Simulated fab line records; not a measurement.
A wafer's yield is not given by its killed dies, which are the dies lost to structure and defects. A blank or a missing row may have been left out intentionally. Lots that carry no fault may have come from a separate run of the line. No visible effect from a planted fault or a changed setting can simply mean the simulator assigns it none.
fab line records	flow nand-harc
[record] lots = 12	wafers = 36	last-day = 33
route steps=1302 shown A_CHANNEL_HOLE_D1@451 A_CHANNEL_FILL_D1@507 A_DECK1_JOINT@530 A_ONON_D2@561
lots untouched by any fault: they come from a run of this same line in which no faults occurred
start-h: hours from the record's opening day to when the first of the lot's shown wafers began	wait-h: time in hours since the lot's previous step	" same as the row above	L1.1+2: one row covering several wafers at once	- either no value or no given start	* or withheld: withheld	< > ~ a bound
route shown NAME@n: a module of which the file shows steps, and the number in the route of the first	usual: the fault-free wafers' mean and standard deviation	same: alike in all rows	chamber/n: place in a boat	sites: per-site readings	_std_site: how widely they spread, as a standard deviation	_edge_site: the outer-site mean with the inner-site mean subtracted	radius-mm: for every site, how far away it sits from the centre of the wafer	mask NAME#n: copy n	behind: the most recent tool/chamber to have shaped the wafer	hold: why the lot went on hold/how many hours it stayed there/how the hold came to an end	device: the n, p or np transistor that did not switch	end of line: the tests these same wafers got at the end of their route	where a step has no rows: the recipe by itself	killed: not the wafer's yield, but the dies lost to structure and defects at the first sort	map: per-die view of a wafer (x killed, . not killed, _ where there is no die)
set.NAME: the run value of the setting; set.NAME@STEP: its run value at that earlier step	model.NAME: the simulator's own value behind a step, which no gauge read
route steps across a sampled set of lots; one table per step, one row per wafer
services: when a tool's chamber went out of use (start-h, in hours from the record's first day, below 0 if earlier), for how many hours, and the reason
[[steps]]
[step NHARC_A_CHANNEL_HOLE_D1_DEP_01]
[recipe] target-thk-a = 1400	target-thk-nm = 140	temp-c = 400	pressure-torr = 3.5	flow-sccm = 200	rf-w = 350	material = SiON
[usual] heater-power-w = 725/87	susceptor-temp-C = 400.03/0.24
lot.wafer	tool	chamber	start-h	wait-h	heater-power-w	susceptor-temp-C
L855.1	pecvd-02	2	172.03	1.6	695	399.89
L855.3	"	0	"	"	828	400.12
L855.5	"	1	"	"	769	399.72
L856.2	pecvd-01	2	192.88	1.4	695	399.63
L856.3	"	1	"	"	874	400.08
L856.4	"	1	"	"	860	400.05
L857.1	pecvd-01	0	202.64	1.6	791	399.95
L857.3	"	2	"	"	791	400.14
L857.4	"	0	"	"	795	399.99
L858.2	pecvd-02	0	208.73	1.3	828	400.55
L858.6	"	0	"	"	839	400.51
L858.5	"	1	"	"	718	399.94
L860.1	pecvd-01	2	233.75	1.7	731	400.21
L860.4	"	0	"	"	782	400.06
L860.6	"	1	"	"	828	399.70
L865.2	pecvd-01	1	279.61	1.3	865	400.25
L865.1	"	0	"	"	771	400.14
L865.4	"	1	"	"	850	399.56
L868.3	pecvd-04	0	323.76	1.1	642	400.22
L868.6	"	1	"	"	533	399.94
L868.5	"	0	"	"	655	400.03
L871.1	pecvd-01	2	340.77	1.6	809	400.13
L871.2	"	1	"	"	754	399.90
L871.5	"	1	"	"	783	399.87
L873.3	pecvd-04	1	361.36	1.0	551	400.01
L873.1	"	0	"	"	703	400.08
L873.6	"	2	"	"	768	400.08
L874.3	pecvd-02	2	372.23	1.0	639	399.65
L874.5	"	0	"	"	803	400.32
L874.4	"	1	"	"	704	399.96
L876.3	pecvd-02	2	388.51	1.0	691	400.23
L876.2	"	0	"	"	897	400.31
L876.1	"	1	"	"	716	399.86
L877.3	pecvd-04	1	397.07	1.0	621	399.45
L877.4	"	0	"	"	603	399.58
L877.6	"	1	"	"	639	399.62
[step NHARC_A_CHANNEL_FILL_D1_ALD_25]
[recipe] target-thk-a = 600	pulse-time-s = 10	ald-cycles = 600	temp-c = 300	material = SiOx
[usual] heater-power-w = 474/38	precursor-pulse-height-rel = 0.999/0.019	susceptor-temp-C = 300.00/0.19
lot.wafer	tool	chamber	start-h	wait-h	heater-power-w	precursor-pulse-height-rel	susceptor-temp-C
L855.1	ald-hk-02	2	221.28	1.3	454	1.029	300.24
L855.3	"	3	"	"	405	0.991	300.40
L855.5	"	0	"	"	471	0.994	300.08
L856.2	ald-hk-03	2	240.57	0.7	516	1.022	300.23
L856.4	"	3	"	"	461	0.965	300.10
L856.3	"	0	"	"	481	1.021	299.95
L857.4	ald-hk-04	3	249.62	0.7	480	0.996	300.27
L857.1	"	0	"	"	395	1.023	299.91
L857.3	"	1	"	"	510	0.992	299.98
L858.2	ald-hk-02	0	258.05	1.9	485	0.997	299.92
L858.6	"	1	"	"	412	1.021	299.93
L858.5	"	2	"	"	469	1.019	300.00
L860.1	ald-hk-03	2	280.81	0.7	520	0.973	299.86
L860.4	"	3	"	"	475	0.976	299.81
L860.6	"	2	283.29	3.1	523	0.993	299.80
L865.1	ald-hk-02	0	322.73	0.1	480	1.011	300.03
L865.4	"	1	"	"	409	1.002	299.88
L865.2	"	3	324.60	1.9	408	1.005	299.89
L868.3	ald-hk-04	0	368.38	0.7	421	1.001	299.93
L868.5	"	3	370.23	2.5	495	1.002	299.94
L868.6	"	0	"	"	407	1.008	299.98
L871.2	ald-hk-02	1	385.35	0.1	410	0.964	300.05
L871.1	"	3	386.59	1.3	417	1.011	299.77
L871.5	"	1	387.83	2.5	427	0.977	300.24
L873.3	ald-hk-04	1	410.17	0.1	494	1.002	299.88
L873.1	"	2	"	"	533	0.996	299.78
L873.6	"	1	412.66	2.5	489	1.000	299.98
L874.4	ald-hk-02	3	427.79	1.3	410	1.008	300.11
L874.3	"	0	"	"	453	0.954	300.13
L874.5	"	2	429.63	3.1	463	1.038	300.08
L876.3	ald-hk-03	2	440.41	0.7	484	1.010	300.06
L876.1	"	3	"	"	463	0.995	299.79
L876.2	"	0	"	"	470	1.013	299.81
L877.3	ald-hk-02	1	445.05	0.0	412	0.991	300.05
L877.4	"	2	"	"	452	0.977	299.52
L877.6	"	1	447.49	2.5	424	0.999	300.37
[step NHARC_A_DECK1_JOINT_ETCHBACK_00]
[recipe] target-depth-a = 300	time-s = 17.4	hbr-flow-sccm = 150	rf-w = 350	icp-w = 350	bias-w = 60	chemistry = HBr
[usual] drypump-motor-current-A = 5.8/0.3	hbr-flow-sccm = 150.0/0.48	oes-product-au = 0.993/0.012	run-length-s = 38.7/0.46	throttle-valve-pct = 23.268/0.01
lot.wafer	tool	chamber	start-h	wait-h	drypump-motor-current-A	hbr-flow-sccm	oes-product-au	rf-hours-counter-h	run-length-s	throttle-valve-pct
L855.3	rie-si-05	3	242.58	0.1	5.6	150.4	0.997	0.7	38.7	23.259
L855.1	"	1	"	"	6.0	148.9	0.994	0.7	37.9	23.278
L855.5	"	3	"	"	5.6	150.1	1.001	-	38.5	23.256
L856.2	rie-si-03	2	262.40	0.1	5.4	150.5	0.982	0.2	38.5	23.257
L856.4	"	0	"	"	5.6	149.6	1.000	0.2	38.9	23.277
L856.3	"	1	"	"	5.7	149.5	1.000	0.2	38.0	23.276
L857.4	rie-si-03	2	271.49	0.1	5.4	149.1	0.976	0.2	38.7	23.274
L857.3	"	3	"	"	5.8	149.7	0.984	0.3	39.0	23.251
L857.1	"	0	"	"	5.6	150.4	0.990	0.2	38.8	23.273
L858.2	rie-si-03	2	278.63	0.1	5.4	149.5	0.972	0.3	38.5	23.274
L858.5	"	1	"	"	5.7	150.0	0.992	-	38.4	23.269
L858.6	"	2	"	"	5.4	149.8	0.978	-	38.7	23.270
L860.1	rie-si-04	1	302.69	0.1	6.3	149.1	0.982	0.8	38.4	23.270
L860.4	"	2	"	"	6.0	149.6	1.009	0.8	39.7	23.267
L860.6	"	0	"	"	5.5	150.7	0.986	-	39.2	23.246
L865.4	rie-si-05	3	345.18	0.1	5.6	149.9	0.977	0.3	38.3	23.273
L865.2	"	0	"	"	5.7	149.8	0.990	0.2	38.8	23.277
L865.1	"	2	"	"	6.2	150.0	0.995	0.3	38.5	23.254
L868.3	rie-si-04	0	390.13	0.1	5.5	149.7	1.008	0.2	34.8	23.289
L868.6	"	1	"	"	6.3	150.2	1.016	-	38.2	23.269
L868.5	"	2	"	"	6.0	150.5	0.989	-	39.8	23.275
L871.2	rie-si-05	1	408.74	0.1	6.0	150.4	1.003	0.6	38.1	23.271
L871.1	"	2	"	"	6.2	149.5	0.981	0.7	39.2	23.270
L871.5	"	0	"	"	5.6	149.5	0.987	-	39.3	23.290
L873.3	rie-si-03	0	435.53	0.1	5.6	149.8	0.979	0.1	39.0	23.250
L873.1	"	1	"	"	5.7	150.3	0.997	0.1	38.5	23.264
L873.6	"	3	"	"	5.8	149.8	1.012	-	39.1	23.273
L874.4	rie-si-03	3	449.51	0.1	5.8	149.6	1.012	0.2	39.0	23.254
L874.3	"	0	"	"	5.6	149.7	0.985	0.2	38.8	23.251
L874.5	"	1	"	"	5.7	150.2	1.001	-	38.4	23.261
L876.2	rie-si-05	1	462.39	0.1	6.0	149.9	1.012	1.0	37.8	23.256
L876.1	"	2	"	"	6.2	149.7	0.977	1.0	38.6	23.282
L876.3	"	0	"	"	5.7	149.5	0.999	1.0	39.2	23.256
L877.3	rie-si-04	2	467.55	0.1	6.0	149.7	0.964	0.7	39.4	23.292
L877.4	"	3	"	"	6.3	150.7	0.994	0.8	37.8	23.269
L877.6	"	2	"	"	6.0	149.9	0.978	-	39.5	23.254
[step NHARC_A_ONON_D2_THK_MEAS_24]
[recipe] thk-meas-gauge = ellipsometry
[usual] thk-nm = 1000/8.2
lot.wafer	tool	chamber	start-h	wait-h	thk-nm
L855.1	film-metro-01	-	283.62	-	1007
L855.3	"	-	"	"	1007
L855.5	"	-	"	"	1008
L856.2	film-metro-02	-	297.80	-	1008
L856.3	"	-	"	"	1008
L856.4	"	-	"	"	1008
L857.1	film-metro-01	-	310.95	-	985
L857.3	"	-	"	"	985
L857.4	"	-	"	"	982
L858.2	film-metro-02	-	310.97	-	1006
L858.5	"	-	"	"	1007
L858.6	"	-	"	"	1005
L860.1	film-metro-01	-	339.46	-	997
L860.4	"	-	"	"	998
L860.6	"	-	"	"	997
L865.1	film-metro-01	-	382.35	-	987
L865.2	"	-	"	"	988
L865.4	"	-	"	"	987
L868.3	film-metro-02	-	428.30	-	1017
L868.5	"	-	"	"	1018
L868.6	"	-	"	"	1016
L871.1	film-metro-02	-	446.23	-	995
L871.2	"	-	"	"	994
L871.5	"	-	"	"	993
L873.1	film-metro-01	-	464.91	-	998
L873.3	"	-	"	"	999
L873.6	"	-	"	"	999
L874.3	film-metro-01	-	490.17	-	1014
L874.4	"	-	"	"	1013
L874.5	"	-	"	"	1014
L876.1	film-metro-01	-	496.91	-	999
L876.2	"	-	"	"	999
L876.3	"	-	"	"	1000
L877.3	film-metro-01	-	509.10	-	995
L877.4	"	-	"	"	998
L877.6	"	-	"	"	996
[[services]]
tool	chamber	start-h	hours	kind
rie-si-03	2	150.74	30.4	repair
pecvd-01	0	156.73	21.7	repair
rie-si-04	-	165.00	9.0	pm
ald-hk-02	-	171.45	10.0	pm
rie-si-03	0	179.60	4.1	repair
pecvd-02	2	186.71	4.3	repair
pecvd-04	-	196.30	1.0	repair
ald-hk-03	-	214.63	10.0	pm
rie-si-03	-	221.00	9.0	pm
pecvd-02	-	227.00	13.0	pm
pecvd-01	1	251.79	7.7	repair
ald-hk-04	-	254.67	10.0	pm
ald-hk-02	-	262.80	17.9	repair
rie-si-05	0	264.95	14.1	repair
pecvd-04	-	269.11	13.0	pm
rie-si-04	-	297.68	0.2	repair
rie-si-05	-	305.00	9.0	pm
pecvd-01	-	311.12	13.0	pm
rie-si-04	2	335.17	4.7	repair
ald-hk-03	-	337.30	1.2	repair
rie-si-04	-	342.00	9.0	pm
pecvd-01	1	369.20	8.6	repair
rie-si-03	-	398.00	9.0	pm
pecvd-02	-	408.00	13.0	pm
[[key]]
[first-sign] step = NHARC_A_DECK1_JOINT_ETCHBACK_00	reading = run-length-s	direction = down	sigmas = 8.5	usual = *	struck = *
effect none on later readings
met-at NHARC_A_DECK1_JOINT_ETCHBACK_00
struck-lots L868
struck-wafers L868.3
tester-left-out L868
not-acting-at NHARC_A_CHANNEL_HOLE_D1_DEP_01,NHARC_A_CHANNEL_FILL_D1_ALD_25,NHARC_A_ONON_D2_THK_MEAS_24
onset-between 302.69 390.13
[fault] kind = process-parameter-drift	tool = rie-si-04	chamber = -	onset-h = 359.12	steps = NHARC_A_DECK1_JOINT_ETCHBACK_00	channel = time-s	offset = *	shape = step	end-h = 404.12	scope = struck-wafers-only	acts-in = *	stated = *
// tester-left-out: of these lots the tester's yield and bins aren't shown, on N5 and GAA mostly nor the transistor test; their killed dies are dies lost to structure and defects alone, not to doping, threshold or leakage, so they don't give the yield
